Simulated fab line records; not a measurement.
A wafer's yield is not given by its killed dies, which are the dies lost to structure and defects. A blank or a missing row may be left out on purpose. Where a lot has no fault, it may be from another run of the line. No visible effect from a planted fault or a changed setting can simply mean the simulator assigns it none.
The tool behind it: which one? + flow nand-harc + 12 lots, 36 wafers sampled, at 5 steps of a route of 1302

== WHAT EACH GAUGE READ, for each wafer ==
NHARC_A_CHANNEL_HOLE_D2_INSPECT_40. Usual: raw-defect-count reads 284 (standard deviation 80).
| lot  | measured     | on                | raw-defect-count | flag |
|------|--------------|-------------------|------------------|------|
| L586 | day 15 17:34 | defect-inspect-02 | 278 339 440      |      |
| L587 | day 16 05:57 | defect-inspect-01 | 209 229 279      |      |
| L589 | day 16 22:03 | defect-inspect-02 | 359 416 403      |      |
| L590 | day 17 11:01 | defect-inspect-02 | 246 215 397      |      |
| L591 | day 18 00:16 | defect-inspect-02 | 341 553 297      |      |
| L594 | day 19 05:50 | defect-inspect-02 | 364 307 374      |      |
| L595 | day 19 07:00 | defect-inspect-01 | 299 293 181      |      |
| L593 | day 19 10:00 | defect-inspect-02 | 296 263 370      |      |
| L596 | day 20 04:57 | defect-inspect-01 | 206 238 367      |      |
| L602 | day 22 07:46 | defect-inspect-02 | 278 172 376      |      |
| L601 | day 22 11:13 | defect-inspect-01 | 322 270 275      |      |
| L603 | day 23 14:29 | defect-inspect-01 | 232 212 195      |      |

NHARC_END_SORT_01. Usual: killed-at-array 54, standard deviation 20; killed-at-other 0.9, standard deviation 1.1; killed-at-periphery 3.8, standard deviation 2.4; killed-dies 58, standard deviation 20; killed-open 3.5, standard deviation 1.9; killed-short 2.5, standard deviation 1.6.
| lot  | measured     | on        | killed-at-array | killed-at-other | killed-at-periphery | killed-dies | killed-open | killed-short | flag |
|------|--------------|-----------|-----------------|-----------------|---------------------|-------------|-------------|--------------|------|
| L586 | day 26 17:11 | prober-02 | 64 67 64        | 0 1 1           | 4 2 4               | 68 70 69    | 5 3 1       | 5 3 3        |      |
| L587 | day 27 09:32 | prober-01 | 35 34 43        | 0 1 1           | 7 3 4               | 42 38 48    | 6 3 1       | 2 2 2        |      |
| L589 | day 27 21:20 | prober-01 | 64 60 46        | 2 1 2           | 6 3 3               | 72 64 51    | 2 2 5       | 1 4 1        |      |
| L590 | day 28 23:00 | prober-01 | 51 38 31        | 0 0 0           | 1 4 6               | 52 42 37    | 0 5 8       | 1 1 3        |      |
| L591 | day 28 15:58 | prober-02 | 59 68 49        | 1 0 1           | 1 4 2               | 61 72 52    | 4 2 3       | 3 1 2        |      |
| L593 | day 30 02:03 | prober-02 | 72 49 67        | 1 1 0           | 11 7 3              | 84 57 70    | 4 6 5       | 1 5 1        |      |
| L596 | day 30 16:07 | prober-02 | 59 25 43        | 0 0 0           | 6 5 2               | 65 30 45    | 7 5 4       | 2 0 4        |      |

== WHICH TOOL RAN EACH LOT (tool, then ch and the chambers of the sampled wafers, then the start) ==
| lot  | NHARC_A_CHANNEL_FILL_D2_ALD_16   | NHARC_A_CHANNEL_FILL_D2_ETCHBACK_20 | NHARC_A_CHANNEL_FILL_D2_ANNEAL_22 |
|------|----------------------------------|-------------------------------------|-----------------------------------|
| L586 | ald-hk-04 ch 1,2, day 16 06:07   | rie-diel-13 ch 0,1,3, day 16 17:39  | furnace-06 ch 0, day 17 01:01     |
| L587 | ald-hk-02 ch 1,2,3, day 16 18:23 | rie-diel-02 ch 1,2,3, day 17 06:52  | furnace-02 ch 0, day 17 14:49     |
| L589 | ald-hk-04 ch 2,3, day 17 10:29   | rie-diel-02 ch 0,1,3, day 17 22:05  | furnace-01 ch 0, day 18 05:55     |
| L590 | ald-hk-02 ch 0,2,3, day 17 23:40 | rie-diel-10 ch 0,2, day 18 12:22    | furnace-06 ch 0, day 18 23:28     |
| L591 | ald-hk-01 ch 0,1,3, day 18 12:41 | rie-diel-13 ch 0,1,3, day 19 03:16  | furnace-02 ch 0, day 19 12:13     |
| L594 | ald-hk-01 ch 0,2,3, day 19 23:05 | rie-diel-10 ch 0,1,2, day 20 10:38  | furnace-06 ch 0, day 20 18:27     |
| L595 | ald-hk-02 ch 1,3, day 19 23:06   | rie-diel-02 ch 1,2,3, day 20 10:38  | furnace-06 ch 0, day 20 18:27     |
| L593 | ald-hk-04 ch 0,1,3, day 19 23:05 | rie-diel-13 ch 0,2,3, day 20 10:38  | furnace-06 ch 0, day 20 18:27     |
| L596 | ald-hk-02 ch 0,1,2, day 20 17:23 | rie-diel-02 ch 0,2,3, day 21 05:34  | furnace-01 ch 0, day 21 13:26     |
| L602 | ald-hk-02 ch 0,3, day 22 21:08   | rie-diel-13 ch 1,3, day 23 08:44    | furnace-06 ch 0, day 23 18:01     |
| L601 | ald-hk-02 ch 0,1,2, day 23 02:35 | rie-diel-10 ch 0,1,2, day 23 17:14  | furnace-02 ch 0, day 24 01:01     |
| L603 | ald-hk-04 ch 1,2,3, day 24 03:04 | rie-diel-10 ch 2,3, day 24 14:54    | furnace-06 ch 0, day 24 22:41     |
- NHARC_A_CHANNEL_FILL_D2_ALD_16: deposits SiO2, target thk 1.5 nm, pulse time 10 s, ald cycles 15.
- NHARC_A_CHANNEL_FILL_D2_ETCHBACK_20: etches the open film in C4F8/O2/Ar, target depth 27 nm, time 13.5 s.
- NHARC_A_CHANNEL_FILL_D2_ANNEAL_22: time 7200 s.

== WHAT THE TOOLS THEMSELVES READ (means of the sampled wafers that have a number; where no wafer has one, the mark that the record gives instead) ==
NHARC_A_CHANNEL_FILL_D2_ALD_16. Usual: heater-power-w 474 W, standard deviation 46; precursor-pulse-height-rel 1.001, standard deviation 0.019.
| lot  | tool      | heater-power-w (W) | precursor-pulse-height-rel | flag |
|------|-----------|--------------------|----------------------------|------|
| L586 | ald-hk-04 | 480                | 1.003                      |      |
| L587 | ald-hk-02 | 451                | 1.006                      |      |
| L589 | ald-hk-04 | 472                | 1.009                      |      |
| L590 | ald-hk-02 | 468                | 0.997                      |      |
| L591 | ald-hk-01 | 474                | 1.005                      |      |
| L594 | ald-hk-01 | 481                | 0.994                      |      |
| L595 | ald-hk-02 | 480                | 1.003                      |      |
| L593 | ald-hk-04 | 496                | 1.003                      |      |
| L596 | ald-hk-02 | 452                | 1.000                      |      |
| L602 | ald-hk-02 | 474                | 0.987                      |      |
| L601 | ald-hk-02 | 450                | 1.011                      |      |
| L603 | ald-hk-04 | 489                | 1.002                      |      |

NHARC_A_CHANNEL_FILL_D2_ETCHBACK_20. Usual: oes-product-au 0.989 a.u., standard deviation 0.024; rf-vpp-V 978 V, standard deviation 5.8.
| lot  | tool        | oes-product-au (a.u.) | rf-vpp-V (V) | flag |
|------|-------------|-----------------------|--------------|------|
| L586 | rie-diel-13 | 0.991                 | 976          |      |
| L587 | rie-diel-02 | 1.005                 | 976          |      |
| L589 | rie-diel-02 | 0.996                 | 979          |      |
| L590 | rie-diel-10 | 1.003                 | 984          |      |
| L591 | rie-diel-13 | 0.985                 | 977          |      |
| L594 | rie-diel-10 | 0.999                 | 984          |      |
| L595 | rie-diel-02 | 1.006                 | 976          |      |
| L593 | rie-diel-13 | 0.995                 | 980          |      |
| L596 | rie-diel-02 | 1.001                 | 975          |      |
| L602 | rie-diel-13 | 0.996                 | 976          |      |
| L601 | rie-diel-10 | 1.008                 | 984          |      |
| L603 | rie-diel-10 | 0.986                 | 978          |      |

NHARC_A_CHANNEL_FILL_D2_ANNEAL_22. Usual: spike-tc-bottom-C 640.2 C, standard deviation 2.2; spike-tc-centre-C 620.3 C, standard deviation 1; spike-tc-lower-C 619.5 C, standard deviation 1.2; spike-tc-top-C 637.3 C, standard deviation 1.2; spike-tc-upper-C 619.6 C, standard deviation 1.5; tube-center-temp-C 620 C, standard deviation 0.058; tube_center_temp_C_max 621.61, standard deviation 0.26; zone-power-bottom-pct 15.23 %, standard deviation 0.26; zone-power-lower-pct 9.2 %, standard deviation 0.69.
| lot  | tool       | spike-tc-bottom-C (C) | spike-tc-centre-C (C) | spike-tc-lower-C (C) | spike-tc-top-C (C) | spike-tc-upper-C (C) | tube-center-temp-C (C) | tube_center_temp_C_max | zone-power-bottom-pct (%) | zone-power-lower-pct (%) | flag |
|------|------------|-----------------------|-----------------------|----------------------|--------------------|----------------------|------------------------|------------------------|---------------------------|--------------------------|------|
| L586 | furnace-06 | 638.5                 | 620.6                 | 618.9                | 636.6              | 620.8                | 620                    | 621.35                 | 15.14                     | 9.6                      |      |
| L587 | furnace-02 | 642.7                 | 620.0                 | 621.2                | 638.1              | 617.7                | 620                    | 621.59                 | 15.02                     | 9.6                      |      |
| L589 | furnace-01 | 641.4                 | 620.4                 | 620.5                | 637.2              | 619.5                | 620                    | 621.76                 | 15.40                     | 8.0                      |      |
| L590 | furnace-06 | 638.2                 | 619.3                 | 619.2                | 636.5              | 620.5                | 620                    | 621.80                 | 15.48                     | 9.6                      |      |
| L591 | furnace-02 | 642.8                 | 620.9                 | 621.5                | 638.6              | 617.4                | 620                    | 621.37                 | 14.78                     | 9.7                      |      |
| L594 | furnace-06 | 666.1                 | 647.7                 | 646.0                | 664.3              | 648.6                | 648                    | 649.19                 | 16.54                     | 10.4                     | OFF  |
| L595 | furnace-06 | 664.4                 | 647.7                 | 646.2                | 664.4              | 648.0                | 648                    | 648.91                 | 16.45                     | 10.4                     | OFF  |
| L593 | furnace-06 | 665.4                 | 648.0                 | 645.9                | 663.3              | 649.1                | 648                    | 649.20                 | 16.71                     | 10.3                     | OFF  |
| L596 | furnace-01 | 641.1                 | 620.0                 | 620.4                | 636.1              | 620.0                | 620                    | 621.83                 | 15.69                     | 8.1                      |      |
| L602 | furnace-06 | 638.3                 | 619.9                 | 619.6                | 637.1              | 619.7                | 620                    | 621.57                 | 15.33                     | 9.6                      |      |
| L601 | furnace-02 | 642.1                 | 620.1                 | 619.7                | 638.5              | 617.6                | 620                    | 621.81                 | 14.92                     | 9.6                      |      |
| L603 | furnace-06 | 637.5                 | 621.2                 | 618.8                | 636.7              | 621.4                | 620                    | 621.24                 | 15.30                     | 9.5                      |      |

== THE ANSWER, worked out from the rows above alone ==
Rule: take the mean of a lot's wafers that have a number; if it is more than 3 standard deviations from the usual mean, the lot is off. A lot without any number at a reading at which 4 lots or more have one is off too. All remaining lots with rows at the step are treated as sound. First the gauges in route order, then the tools' own readings, where a lot's mean is used as printed above. At the first step where some lot is off, the reading lying furthest off is the one used; lots without a number count as furthest.
Off at NHARC_A_CHANNEL_FILL_D2_ANNEAL_22 (tube-center-temp-C): L594, L595, L593.
If a tool, at that step or one of the process steps before it, ran each lot that is off and ran no sound lot following the first of them, it fits. Not one of the candidates tried fits.

== WHAT THE SIMULATOR HAD INSERTED ==
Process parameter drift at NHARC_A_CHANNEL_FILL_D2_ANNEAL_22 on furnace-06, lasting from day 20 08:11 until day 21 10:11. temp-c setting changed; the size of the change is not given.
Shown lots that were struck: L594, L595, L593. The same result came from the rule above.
